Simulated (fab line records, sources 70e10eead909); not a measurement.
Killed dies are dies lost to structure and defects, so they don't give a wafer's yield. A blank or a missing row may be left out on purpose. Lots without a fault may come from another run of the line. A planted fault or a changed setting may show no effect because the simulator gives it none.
Which tool did it? | flow nand_harc | 11 lots, 33 wafers sampled, at 6 steps of a route of 1159

WHAT THE GAUGES READ, wafer by wafer
NHARC_P_GATE_CD_MEAS_46: target cd 720 nm. Usual: cd_nm 720.5 nm, standard deviation 1.9.
lot  | measured     | on        | cd_nm (nm)        | flag
L994 | day 5 23:51  | cd_sem-01 | 655.0 654.9 654.3 | OFF
L104 | day 8 12:19  | cd_sem-01 | 719.6 718.9 723.7 |
L105 | day 8 13:11  | cd_sem-01 | 719.9 720.9 721.1 |
L106 | day 8 18:40  | cd_sem-02 | 722.1 722.0 722.5 |
L107 | day 9 00:26  | cd_sem-02 | 718.3 719.9 718.4 |
L108 | day 9 08:13  | cd_sem-01 | 720.7 720.9 721.8 |
L109 | day 9 13:42  | cd_sem-02 | 722.4 722.4 719.6 |
L111 | day 9 18:29  | cd_sem-02 | 719.5 720.2 717.9 |
L110 | day 9 19:37  | cd_sem-01 | 718.7 719.7 717.4 |
L113 | day 10 11:58 | cd_sem-03 | 724.8 722.3 721.9 |
L115 | day 10 19:07 | cd_sem-02 | 722.2 721.0 721.4 |

NHARC_END_SORT_01. Usual: killed_at_array 28, standard deviation 8.6; killed_at_other 0.7, standard deviation 1.2; killed_at_periphery 3.1, standard deviation 2.3; killed_dies 32, standard deviation 8.7; killed_open 3.2, standard deviation 1.7; killed_short 2.0, standard deviation 1.5.
lot  | measured     | on        | killed_at_array | killed_at_other | killed_at_periphery | killed_dies | killed_open | killed_short | flag
L994 | day 19 12:20 | prober-01 | 27 26 16        | 5 1 6           | 3 7 5               | 35 34 27    | 4 4 3       | 3 1 0        |

WHICH TOOL RAN EACH LOT (tool, then ch and the chambers of the sampled wafers, then the start)
lot  | NHARC_P_GATE_EXPOSE_43            | NHARC_P_GATE_STRIP_75                | NHARC_P_GATE_DESCUM_61             | NHARC_P_GATE_STRIP_112
L994 | krf_scanner-02 ch 0, day 5 23:41  | plasma_asher-02 ch 0,1, day 6 00:41  | rie_diel-08 ch 1,2,3, day 6 01:49  | plasma_asher-02 ch 0,1, day 6 02:11
L104 | krf_scanner-02 ch 0, day 8 12:10  | plasma_asher-01 ch 0,1, day 8 13:11  | rie_diel-08 ch 0,2, day 8 14:16    | plasma_asher-01 ch 0,1, day 8 14:40
L105 | krf_scanner-03 ch 0, day 8 13:01  | plasma_asher-01 ch 0,1, day 8 14:02  | rie_diel-04 ch 2,3, day 8 15:06    | plasma_asher-01 ch 0,1, day 8 15:31
L106 | krf_scanner-02 ch 0, day 8 18:31  | plasma_asher-01 ch 0,1, day 8 20:04  | rie_diel-08 ch 1,2,3, day 8 21:09  | plasma_asher-01 ch 0,1, day 8 21:35
L107 | krf_scanner-04 ch 0, day 9 00:17  | plasma_asher-02 ch 0,1, day 9 01:16  | rie_diel-02 ch 0,1,2, day 9 02:25  | plasma_asher-02 ch 0,1, day 9 02:50
L108 | krf_scanner-04 ch 0, day 9 08:04  | plasma_asher-02 ch 0,1, day 9 09:03  | rie_diel-02 ch 0,1, day 9 10:02    | plasma_asher-01 ch 0,1, day 9 10:23
L109 | krf_scanner-04 ch 0, day 9 13:33  | plasma_asher-01 ch 0,1, day 9 14:34  | rie_diel-04 ch 0,2,3, day 9 15:32  | plasma_asher-01 ch 0,1, day 9 15:54
L111 | krf_scanner-03 ch 0, day 9 18:20  | plasma_asher-01 ch 0,1, day 9 19:20  | rie_diel-08 ch 1,2, day 9 20:24    | plasma_asher-01 ch 0,1, day 9 20:52
L110 | krf_scanner-03 ch 0, day 9 19:28  | plasma_asher-01 ch 0,1, day 9 20:31  | rie_diel-08 ch 0,1,2, day 9 21:30  | plasma_asher-01 ch 0,1, day 9 21:50
L113 | krf_scanner-02 ch 0, day 10 11:49 | plasma_asher-01 ch 0,1, day 10 12:48 | rie_diel-08 ch 0,2,3, day 10 13:54 | plasma_asher-02 ch 0,1, day 10 14:16
L115 | krf_scanner-03 ch 0, day 10 18:57 | plasma_asher-01 ch 0,1, day 10 20:09 | rie_diel-02 ch 1,2,3, day 10 21:16 | plasma_asher-02 ch 0,1, day 10 21:39
- NHARC_P_GATE_EXPOSE_43: exposes mask P NSD, target cd 720 nm.
- NHARC_P_GATE_STRIP_75: strips in O2.
- NHARC_P_GATE_DESCUM_61: chemistry O2, time 3 s.
- NHARC_P_GATE_STRIP_112: strips in N2/H2, time 200 s.

WHAT THE TOOLS THEMSELVES READ (means of the sampled wafers that have a number; where no wafer has one, the mark that the record gives instead)
NHARC_P_GATE_EXPOSE_43. Usual: focus_offset_nm 0.1 nm, standard deviation 0.51; stage_vel_mm_s 499.95 mm/s, standard deviation 0.24.
lot  | tool           | focus_offset_nm (nm) | stage_vel_mm_s (mm/s) | flag
L994 | krf_scanner-02 | -0.2                 | 500.01                |
L104 | krf_scanner-02 | 0.5                  | 499.99                |
L105 | krf_scanner-03 | 0.4                  | 500.07                |
L106 | krf_scanner-02 | -0.3                 | 499.92                |
L107 | krf_scanner-04 | 0.6                  | 499.70                |
L108 | krf_scanner-04 | -0.4                 | 499.98                |
L109 | krf_scanner-04 | -0.7                 | 500.08                |
L111 | krf_scanner-03 | 0.6                  | 499.72                |
L110 | krf_scanner-03 | 0.2                  | 500.12                |
L113 | krf_scanner-02 | -0.5                 | 499.61                |
L115 | krf_scanner-03 | 0.1                  | 499.94                |

NHARC_P_GATE_STRIP_75. Usual: drypump_motor_current_A 5.67 A, standard deviation 0.22; heater_power_w 325 W, standard deviation 42; temp_c 250.03 C, standard deviation 0.16.
lot  | tool            | drypump_motor_current_A (A) | heater_power_w (W) | temp_c (C) | flag
L994 | plasma_asher-02 | 5.93                        | 272                | 250.08     |
L104 | plasma_asher-01 | 5.60                        | 356                | 250.10     |
L105 | plasma_asher-01 | 5.57                        | 354                | 250.14     |
L106 | plasma_asher-01 | 5.55                        | 354                | 250.17     |
L107 | plasma_asher-02 | 5.91                        | 279                | 250.00     |
L108 | plasma_asher-02 | 5.90                        | 301                | 250.22     |
L109 | plasma_asher-01 | 5.48                        | 340                | 249.98     |
L111 | plasma_asher-01 | 5.47                        | 345                | 249.98     |
L110 | plasma_asher-01 | 5.46                        | 340                | 250.00     |
L113 | plasma_asher-01 | 5.60                        | 349                | 249.98     |
L115 | plasma_asher-01 | 5.56                        | 345                | 250.17     |

NHARC_P_GATE_DESCUM_61. Usual: drypump_motor_current_A 5.7 A, standard deviation 0.36; oes_product_au 0.999 a.u., standard deviation 0.012; rf_vpp_V 57.9 V, standard deviation 0.89; showerhead_plenum_p_Torr 1.97 Torr, standard deviation 0.056; throttle_valve_pct 11.311 %, standard deviation 0.0098.
lot  | tool        | drypump_motor_current_A (A) | oes_product_au (a.u.) | rf_vpp_V (V) | showerhead_plenum_p_Torr (Torr) | throttle_valve_pct (%) | flag
L994 | rie_diel-08 | 5.8                         | 0.997                 | 57.8         | 2.03                            | 11.311                 |
L104 | rie_diel-08 | 5.3                         | 1.021                 | 58.1         | 1.94                            | 11.318                 |
L105 | rie_diel-04 | 6.1                         | 0.998                 | 58.2         | 1.93                            | 11.319                 |
L106 | rie_diel-08 | 5.8                         | 0.998                 | 57.9         | 2.02                            | 11.301                 |
L107 | rie_diel-02 | 5.7                         | 0.993                 | 56.9         | 1.94                            | 11.313                 |
L108 | rie_diel-02 | 5.5                         | 0.996                 | 57.8         | 1.95                            | 11.313                 |
L109 | rie_diel-04 | 5.8                         | 1.004                 | 57.4         | 1.93                            | 11.312                 |
L111 | rie_diel-08 | 5.6                         | 0.996                 | 57.6         | 2.03                            | 11.308                 |
L110 | rie_diel-08 | 5.5                         | 0.999                 | 58.8         | 1.98                            | 11.310                 |
L113 | rie_diel-08 | 5.6                         | 1.003                 | 58.6         | 1.97                            | 11.312                 |
L115 | rie_diel-02 | 5.6                         | 0.999                 | 58.3         | 1.95                            | 11.308                 |

NHARC_P_GATE_STRIP_112. Usual: drypump_motor_current_A 5.71 A, standard deviation 0.22; heater_power_w 85 W, standard deviation 12; temp_c 110.00 C, standard deviation 0.13.
lot  | tool            | drypump_motor_current_A (A) | heater_power_w (W) | temp_c (C) | flag
L994 | plasma_asher-02 | 5.91                        | 81                 | 109.96     |
L104 | plasma_asher-01 | 5.49                        | 91                 | 110.14     |
L105 | plasma_asher-01 | 5.56                        | 95                 | 109.93     |
L106 | plasma_asher-01 | 5.60                        | 95                 | 110.19     |
L107 | plasma_asher-02 | 5.92                        | 75                 | 109.94     |
L108 | plasma_asher-01 | 5.49                        | 90                 | 109.93     |
L109 | plasma_asher-01 | 5.50                        | 90                 | 110.05     |
L111 | plasma_asher-01 | 5.58                        | 92                 | 109.94     |
L110 | plasma_asher-01 | 5.48                        | 91                 | 109.97     |
L113 | plasma_asher-02 | 5.92                        | 76                 | 109.86     |
L115 | plasma_asher-02 | 5.93                        | 75                 | 109.94     |

THE ANSWER, worked out from the rows above alone
Rule: a lot is off if the mean of its wafers that have a number lies more than 3 standard deviations from the usual mean. A lot without any number at a reading at which 4 lots or more have one is off too. The other lots that the step has rows for count as sound. The gauges are gone through in route order, then the tools' own readings, and for those a lot's mean is taken as printed above. The first step at which some lot is off is used, and at that step the reading that is off furthest; a lot without a number counts as furthest.
Off: L994, at NHARC_P_GATE_CD_MEAS_46 (cd_nm).
A tool fits if, at a process step before that reading, it ran every lot that is off, and no sound lot after the first of them. The gauges at NHARC_P_GATE_CD_MEAS_46 are tried like those tools. None of those tried fits.

WHAT THE SIMULATOR HAD PUT IN
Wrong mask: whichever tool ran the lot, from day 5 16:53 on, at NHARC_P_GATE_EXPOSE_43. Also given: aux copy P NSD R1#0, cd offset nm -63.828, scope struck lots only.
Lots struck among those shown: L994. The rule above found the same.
